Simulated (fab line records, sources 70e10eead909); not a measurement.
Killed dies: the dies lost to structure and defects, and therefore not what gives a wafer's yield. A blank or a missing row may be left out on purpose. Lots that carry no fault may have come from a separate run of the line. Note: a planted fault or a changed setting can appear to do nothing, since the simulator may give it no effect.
Which of the tools did it? || flow nand_harc || 30 wafers from 10 lots sampled at 4 of the route's 1159 steps

== WHAT THE GAUGES READ, wafer by wafer ==
NHARC_A_CHANNEL_HOLE_D1_CD_MEAS_30.
{"lot": "L741", "measured": "day 9 01:06", "on": "cd_sem-03", "cd_nm (nm)": "90.3 89.4 91.1"}
{"lot": "L743", "measured": "day 9 01:16", "on": "cd_sem-03", "cd_nm (nm)": "91.5 87.9 90.4"}
{"lot": "L747", "measured": "day 10 02:43", "on": "cd_sem-01", "cd_nm (nm)": "91.6 89.4 91.0"}
{"lot": "L748", "measured": "day 10 16:06", "on": "cd_sem-03", "cd_nm (nm)": "89.9 91.3 90.2"}
{"lot": "L754", "measured": "day 12 02:49", "on": "cd_sem-01", "cd_nm (nm)": "0.9 1.8 0.3"}
{"lot": "L753", "measured": "day 12 02:59", "on": "cd_sem-03", "cd_nm (nm)": "0.6 1.1 -0.3"}
{"lot": "L759", "measured": "day 13 14:02", "on": "cd_sem-02", "cd_nm (nm)": "91.0 90.5 93.8"}
{"lot": "L760", "measured": "day 13 14:38", "on": "cd_sem-02", "cd_nm (nm)": "92.2 91.4 91.2"}
{"lot": "L761", "measured": "day 13 18:13", "on": "cd_sem-01", "cd_nm (nm)": "87.6 86.6 92.1"}
{"lot": "L762", "measured": "day 14 08:37", "on": "cd_sem-01", "cd_nm (nm)": "89.7 88.5 90.5"}

== WHAT TOOL EACH LOT RAN ON (gives the tool, then ch and the chambers of the sampled wafers, and finally the start) ==
{"lot": "L741", "NHARC_A_CHANNEL_HOLE_D1_ETCH_16": "rie_diel-04 ch 0,1,2, day 8 19:30 or earlier", "NHARC_A_CHANNEL_HOLE_D1_ETCH_21": "har_etch-02 ch 0, day 8 20:04", "NHARC_A_CHANNEL_HOLE_D1_ETCH_44": "rie_diel-05 ch 0,2,3, day 9 00:18"}
{"lot": "L743", "NHARC_A_CHANNEL_HOLE_D1_ETCH_16": "rie_diel-11 ch 1,2,3, day 8 19:40 or earlier", "NHARC_A_CHANNEL_HOLE_D1_ETCH_21": "har_etch-01 ch 0,1, day 8 20:18", "NHARC_A_CHANNEL_HOLE_D1_ETCH_44": "rie_diel-04 ch 0,2, day 9 00:28"}
{"lot": "L747", "NHARC_A_CHANNEL_HOLE_D1_ETCH_16": "rie_diel-05 ch 2,3, day 9 21:05 or earlier", "NHARC_A_CHANNEL_HOLE_D1_ETCH_21": "har_etch-01 ch 0,1, day 9 21:41", "NHARC_A_CHANNEL_HOLE_D1_ETCH_44": "rie_diel-11 ch 0,2,3, day 10 01:55"}
{"lot": "L748", "NHARC_A_CHANNEL_HOLE_D1_ETCH_16": "rie_diel-04 ch 0,2, day 10 10:20 or earlier", "NHARC_A_CHANNEL_HOLE_D1_ETCH_21": "har_etch-01 ch 1, day 10 10:54", "NHARC_A_CHANNEL_HOLE_D1_ETCH_44": "rie_diel-04 ch 1,2,3, day 10 15:11"}
{"lot": "L754", "NHARC_A_CHANNEL_HOLE_D1_ETCH_16": "rie_diel-11 ch 0,2, day 11 21:14 or earlier", "NHARC_A_CHANNEL_HOLE_D1_ETCH_21": "har_etch-02 ch 0, day 11 21:49", "NHARC_A_CHANNEL_HOLE_D1_ETCH_44": "rie_diel-11 ch 1,2,3, day 12 02:02"}
{"lot": "L753", "NHARC_A_CHANNEL_HOLE_D1_ETCH_16": "rie_diel-05 ch 1,2,3, day 11 21:25 or earlier", "NHARC_A_CHANNEL_HOLE_D1_ETCH_21": "har_etch-01 ch 0,1, day 11 21:55", "NHARC_A_CHANNEL_HOLE_D1_ETCH_44": "rie_diel-04 ch 2,3, day 12 02:11"}
{"lot": "L759", "NHARC_A_CHANNEL_HOLE_D1_ETCH_16": "rie_diel-11 ch 0,1,3, day 13 08:28 or earlier", "NHARC_A_CHANNEL_HOLE_D1_ETCH_21": "har_etch-01 ch 0,1, day 13 09:02", "NHARC_A_CHANNEL_HOLE_D1_ETCH_44": "rie_diel-11 ch 0,3, day 13 13:14"}
{"lot": "L760", "NHARC_A_CHANNEL_HOLE_D1_ETCH_16": "rie_diel-05 ch 0,1,2, day 13 09:01 or earlier", "NHARC_A_CHANNEL_HOLE_D1_ETCH_21": "har_etch-02 ch 0,1, day 13 09:31", "NHARC_A_CHANNEL_HOLE_D1_ETCH_44": "rie_diel-04 ch 0,1,2, day 13 13:49"}
{"lot": "L761", "NHARC_A_CHANNEL_HOLE_D1_ETCH_16": "rie_diel-11 ch 1,2,3, day 13 09:50 or earlier", "NHARC_A_CHANNEL_HOLE_D1_ETCH_21": "har_etch-01 ch 0,1, day 13 13:11", "NHARC_A_CHANNEL_HOLE_D1_ETCH_44": "rie_diel-04 ch 0,1,2, day 13 17:25"}
{"lot": "L762", "NHARC_A_CHANNEL_HOLE_D1_ETCH_16": "rie_diel-11 ch 0,1,3, day 13 22:50 or earlier", "NHARC_A_CHANNEL_HOLE_D1_ETCH_21": "har_etch-02 ch 0,1, day 14 03:32", "NHARC_A_CHANNEL_HOLE_D1_ETCH_44": "rie_diel-04 ch 2,3, day 14 07:49"}
- NHARC_A_CHANNEL_HOLE_D1_ETCH_16: etches the open film in O2/COS, target depth 3100 nm, time 806 s.
- NHARC_A_CHANNEL_HOLE_D1_ETCH_21: etches the open film in C4F8/O2/Ar, time 514.3 s, target depth 1600 nm.
- NHARC_A_CHANNEL_HOLE_D1_ETCH_44: etches the open film in CF4/O2, target depth 140 nm, overetch 14 nm, time 77 s.

== THE ANSWER, worked out from the rows above alone ==
Rule: the lots themselves supply what counts as usual. Put in order of their means at a reading, lots are off if they are a third of the lots or fewer, leave a main group of 4 or more, and stand apart from it by a gap of 3 or more times the standard deviation of the main group's means; of several such gaps the widest counts. Not used: any main group whose means are identical at the precision the tables above print for the reading. Also off: a lot with no number at a reading for which 4 or more lots have one. The other lots that the step has rows for count as sound.
Off at NHARC_A_CHANNEL_HOLE_D1_CD_MEAS_30 (cd_nm): L754, L753. For the main group the mean is 90.4 nm and the standard deviation 0.93.
If a tool, at a process step before that reading, ran all the lots that are off and no sound lot after the first of them, it fits. The gauges at NHARC_A_CHANNEL_HOLE_D1_CD_MEAS_30 are tried like those tools. NHARC_A_CHANNEL_HOLE_D1_ETCH_16: start missing for some lots; hours and lot order therefore follow NHARC_A_CHANNEL_HOLE_D1_CD_MEAS_18. No candidate that was tried fits.

== WHAT THE SIMULATOR HAD INSERTED ==
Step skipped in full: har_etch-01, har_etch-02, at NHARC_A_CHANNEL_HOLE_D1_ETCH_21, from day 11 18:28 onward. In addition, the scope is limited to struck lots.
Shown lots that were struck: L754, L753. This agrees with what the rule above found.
